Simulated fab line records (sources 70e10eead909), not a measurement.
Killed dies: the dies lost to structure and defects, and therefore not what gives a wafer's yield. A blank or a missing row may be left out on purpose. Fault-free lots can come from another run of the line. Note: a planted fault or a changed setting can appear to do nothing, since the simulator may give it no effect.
Chamber matching    flow nand harc    4 sister chambers for NHARC_A_CHANNEL_FILL_D1_ALD_02 on ald hk-04
The step deposits SiO2, target thk 6 nm, pulse time 10 s, ald cycles 60. 16 wafers are shown with their chamber, then 7 later ones without.

== WAFERS, EACH WITH ITS CHAMBER ==
wafer   chamber  heater power w (W)  precursor pulse height rel
L307.1  3        519                 0.991
L307.3  2        461                 1.004
L307.5  3        533                 1.030
L309.1  0        463                 0.988
L309.2  3        533                 0.987
L309.5  2        459                 0.973
L312.4  3        521                 0.951
L312.5  1        509                 1.017
L312.6  0        450                 0.996
L316.2  0        439                 0.993
L316.5  2        498                 0.976
L316.6  3        518                 0.992
L317.4  1        497                 1.027
L317.5  2        490                 1.018
L317.6  3        544                 0.977
L318.2  1        502                 1.005

SIGNATURES, as means of the wafers listed above
reading                     chamber 0  chamber 1  chamber 2  chamber 3  scatter within a chamber
heater power w              450.67     502.67     477.00     528.00     13.2
precursor pulse height rel  0.99233    1.01633    0.99275    0.98800    0.0204
Rule: distance of a wafer from a chamber = root of the sum over the readings of ((wafer's reading minus chamber's mean) / reading's scatter) squared. If the next closest chamber is less than 2 further off than the closest, the wafer can't be placed; otherwise it belongs to the closest. The scatter: take each reading less its chamber's mean, square it, sum over the shown wafers, divide by the number of wafers less the number of chambers, and take the root.

== WAFERS WHOSE CHAMBER IS MISSING ==
wafer   heater power w (W)  precursor pulse height rel
L318.3  434                 1.035
L329.1  499                 1.001
L329.3  532                 0.993
L329.4  439                 1.027
L328.1  490                 1.003
L328.2  545                 0.972
L328.5  494                 1.036

== CHAMBER TAKEN BY EACH ==
wafer   from the rows above                in truth
L318.3  can't be placed: 0 or 2            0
L329.1  can't be placed: 1 or 2 or 3       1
L329.3  3                                  3
L329.4  can't be placed: 0 or 2            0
L328.1  can't be placed: 2 or 1 or 3 or 0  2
L328.2  3                                  3
L328.5  can't be placed: 1 or 2            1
Placed correctly: 2 of 7. From these rows, 5 cannot be placed; in 5 the true chamber is one of the candidates. Wrongly placed: 0.
